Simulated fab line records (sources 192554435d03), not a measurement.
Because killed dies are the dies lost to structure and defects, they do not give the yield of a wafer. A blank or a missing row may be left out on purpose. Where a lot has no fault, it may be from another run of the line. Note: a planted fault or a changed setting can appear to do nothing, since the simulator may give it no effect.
Lot-split experiment	flow n5-finfet	7 lots, 39 wafers read, on a route of 1938 steps

== THE SPLIT ==
At N5_BEOL_M5_DEP_56 (deposits SiCN from 3MS/NH3, target thk 8 nm, time 14 s), the setting time-s was moved away from the recipe's 14 s on 15 of the 39 wafers read, by -44.4% to +49.3%. For the rest of the wafers, this setting stayed at what the recipe calls for.

The reading comes from the split's own step.

== THE READING ==
SiCN_of_BEOL_M5_DEP_56.thk-nm (the simulator's own value, which no gauge read), in nm, at N5_BEOL_M5_DEP_56 (deposits SiCN from 3MS/NH3, target thk 8 nm, time 14 s). The file gives no usual value for it. Average 7.8 nm, standard deviation 0.18 nm, over the 24 wafers here run with the recipe.

wafer	tool, chamber at the split	time-s as run, s	against the recipe	SiCN_of_BEOL_M5_DEP_56.thk-nm, nm	against lot-mates on the recipe
L080.1	pecvd-03, 1	14	recipe	7.8	-
L080.2	pecvd-03, 0	14	recipe	8	-
L080.4	pecvd-03, 0	14	recipe	8	-
L080.3	pecvd-03, 1	7.778	-44.4%	4.6	-3.3
L080.5	pecvd-03, 0,1	7.778	-44.4%	4.4	-3.5
L080.6	pecvd-03, 0,1	7.778	-44.4%	4.4	-3.5
L082.1	pecvd-02, 0	14	recipe	7.4	-
L082.2	pecvd-02, 1	14	recipe	7.8	-
L082.3	pecvd-02, 2,2,0	14	recipe	7.6	-
L082.4	pecvd-02, 2,2,0	14	recipe	7.6	-
L082.6	pecvd-02, 2,2,0	14	recipe	7.6	-
L082.5	pecvd-02, 1	14	recipe	8	-
L083.1	pecvd-02, 0,2	14	recipe	7.8	-
L083.5	pecvd-02, 0,2	14	recipe	7.8	-
L083.2	pecvd-02, 2	14	recipe	7.6	-
L085.1	pecvd-02, 0,2,0	14	recipe	7.8	-
L085.2	pecvd-02, 0,2,0	14	recipe	7.8	-
L085.4	pecvd-02, 0,2,0	14	recipe	7.8	-
L085.3	pecvd-02, 1	8.32	-40.6%	5	-2.8
L085.5	pecvd-02, 1	8.32	-40.6%	4.8	-3.0
L085.6	pecvd-02, 2	8.32	-40.6%	4.6	-3.2
L088.1	pecvd-03, 2,0	14	recipe	7.8	-
L088.4	pecvd-03, 2,0	14	recipe	7.8	-
L088.2	pecvd-03, 0	20.9	+49.3%	11.6	+3.7
L088.3	pecvd-03, 1	20.9	+49.3%	12	+4.1
L088.6	pecvd-03, 1	20.9	+49.3%	12	+4.1
L088.5	pecvd-03, 2	14	recipe	8.2	-
L091.1	pecvd-03, 1,0	14	recipe	8	-
L091.6	pecvd-03, 1,0	14	recipe	8	-
L091.2	pecvd-03, 0	14	recipe	7.8	-
L091.3	pecvd-03, 2,1,2	9.633	-31.2%	5.4	-2.5
L091.4	pecvd-03, 2,1,2	9.633	-31.2%	5.4	-2.5
L091.5	pecvd-03, 2,1,2	9.633	-31.2%	5.4	-2.5
L092.1	pecvd-02, 0,0,2	18.2	+30.0%	10.2	+2.3
L092.4	pecvd-02, 0,0,2	18.2	+30.0%	10.2	+2.3
L092.6	pecvd-02, 0,0,2	18.2	+30.0%	10.2	+2.3
L092.2	pecvd-02, 1	14	recipe	8	-
L092.5	pecvd-02, 1	14	recipe	8	-
L092.3	pecvd-02, 2	14	recipe	7.8	-
If several chambers appear in one row, that row covers several wafers at once and the file leaves open which wafer was in which chamber.

THE FIT
A straight line over all 39 wafers: SiCN_of_BEOL_M5_DEP_56.thk-nm changes by +0.0782 nm for each +1% of time-s; r = +1.00; the points scatter about the line by 0.17 nm.
The same after taking each lot's own level away (the mean of its wafers on the recipe; 39 wafers): +0.0779 nm for each +1%; r = +1.00; scatter 0.15 nm.
That fit puts the effect of the largest move of time-s on the reading at 3.8 nm.
Across the lots, their own levels run from 7.67 to 7.93 nm, a range of 1.5 times the standard deviation given above.
The two slopes are in agreement: the lot-to-lot level therefore moves the slope only a little.
Check: +3.87 nm against its lot-mates is what the line predicts for one of the wafers moved furthest among these (+49.3%) when that wafer is left out of the fit. It came out at +3.67 nm against them.

== FURTHER SPLITS ON THESE WAFERS ==
These wafers also went through other splits before the reading. Each is held against what the fit with the lots' levels taken away leaves over:
other split on the same wafers	wafers away from the commonest value	r with SiCN_of_BEOL_M5_DEP_56.thk-nm (lot level and that fit taken away)
N5_PMOS_HMC_CHANNEL_EPI_HM_DEP_34 target-thk-a	15	+0.19
N5_FIN_SAQP_ETCH_65 time-s	15	+0.02
N5_SD_EPI_P_EPI_21 time-s	15	-0.14
N5_MOL_CONTACT_COAG_ALD_27 time-s	12	-0.37
N5_BEOL_M0_CUTY_DESCUM_61 time-s	18	+0.11
N5_BEOL_M2_ALD_98 ald-cycles	18	+0.04

== THE FILE'S OWN FIT ==
SiCN_of_BEOL_M5_DEP_56.thk-nm changes by +0.0778 nm for each +1% of time-s, r = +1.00.
